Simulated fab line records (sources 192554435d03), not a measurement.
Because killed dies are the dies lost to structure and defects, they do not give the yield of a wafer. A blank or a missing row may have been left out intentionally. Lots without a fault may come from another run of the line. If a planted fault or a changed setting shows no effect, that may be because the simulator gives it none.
Split-lot study | flow n5_finfet | route with 1938 steps; 7 lots, 21 wafers read

## ON THE SPLIT
At N5_BEOL_M5_ETCH_41 (etches SiCN in CH3F/O2, target depth 31.5 nm, time 56.7 s), the setting source_w was moved away from the recipe's 395 W on 4 of the 21 wafers read, by -14.1% to -6.9%. For the rest of the wafers, this setting stayed at what the recipe calls for.

The split's own step is where the reading is taken.

## THE READING
rf_vpp_V, in V, at N5_BEOL_M5_ETCH_41 (etches SiCN in CH3F/O2, target depth 31.5 nm, time 56.7 s). Fault-free wafers of this fab line usually give 297.4 V, standard deviation 1.4 V.

wafer  | tool, chamber at the split | source_w as run, W | against the recipe | rf_vpp_V, V | against lot-mates on the recipe
L079.1 | rie_diel-06, 2             | 395                | recipe             | 298.5       | -
L079.2 | rie_diel-06, 1             | 395                | recipe             | 297.9       | -
L079.5 | rie_diel-06, 0             | 367.8              | -6.9%              | 306.5       | +8.3
L080.1 | rie_diel-06, 2             | 395                | recipe             | 298.3       | -
L080.3 | rie_diel-06, 0             | 395                | recipe             | 297.4       | -
L080.5 | rie_diel-06, 0             | 395                | recipe             | 299.3       | -
L084.2 | rie_diel-06, 1             | 395                | recipe             | 298.0       | -
L084.3 | rie_diel-06, 3             | 395                | recipe             | 297.4       | -
L084.4 | rie_diel-06, 2             | 395                | recipe             | 298.7       | -
L088.1 | rie_diel-06, 2             | 395                | recipe             | 297.5       | -
L088.3 | rie_diel-06, 3             | 395                | recipe             | 297.1       | -
L088.4 | rie_diel-06, 0             | 395                | recipe             | 297.4       | -
L089.2 | rie_diel-01, 3             | 395                | recipe             | 296.3       | -
L089.3 | rie_diel-01, 0             | 395                | recipe             | 297.1       | -
L089.6 | rie_diel-01, 2             | 395                | recipe             | 297.8       | -
L091.3 | rie_diel-01, 3             | 395                | recipe             | 296.0       | -
L091.4 | rie_diel-01, 0             | 395                | recipe             | 298.1       | -
L091.6 | rie_diel-01, 2             | 339.2              | -14.1%             | 315.2       | +18.1
L096.1 | rie_diel-06, 1             | 395                | recipe             | 299.3       | -
L096.3 | rie_diel-06, 3             | 360.7              | -8.7%              | 307.4       | +8.1
L096.4 | rie_diel-06, 0             | 360.7              | -8.7%              | 307.4       | +8.1

FIT RESULTS
A straight line over all 21 wafers: rf_vpp_V changes by -1.19 V for each +1% of source_w; r = -0.98; the points scatter about the line by 0.88 V.
The same after taking each lot's own level away (the mean of its wafers on the recipe; 21 wafers): -1.15 V for each +1%; r = -0.98; scatter 0.95 V.
On that fit, the largest move of source_w shifts the reading by 16 V.
Across the lots, their own levels run from 297.05 to 299.30 V, a range of 1.6 times the standard deviation given above.
Hence the lot-to-lot level has little effect on the slope; both slopes agree.
Check: with one of the wafers moved furthest among these (-14.1%) left out of the fit, the line predicts +14.1 V for it against its lot-mates. It came out at +18.1 V against them.
Tool readings at the split's step, against how far the setting was moved: rf_vpp_V r = -0.98.

## OTHER SPLITS APPLIED TO THESE WAFERS
These wafers also went through other splits before the reading. Each is held against what the fit with the lots' levels taken away leaves over:
other split on the same wafers | wafers away from the commonest value | r with rf_vpp_V (lot level and that fit taken away)
N5_BEOL_M2_EXPOSE_08 dose_mj   | 6                                    | +0.02
N5_BEOL_M3_COAT_67 spin_rpm    | 3                                    | +0.57
N5_BEOL_M3_COAT_22 spin_rpm    | 3                                    | +0.06
N5_BEOL_M5_VIA_ETCH_34 bias_w  | 10                                   | -0.24

## FILE'S OWN FIT
rf_vpp_V changes by -1.19 V for each +1% of source_w, r = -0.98.
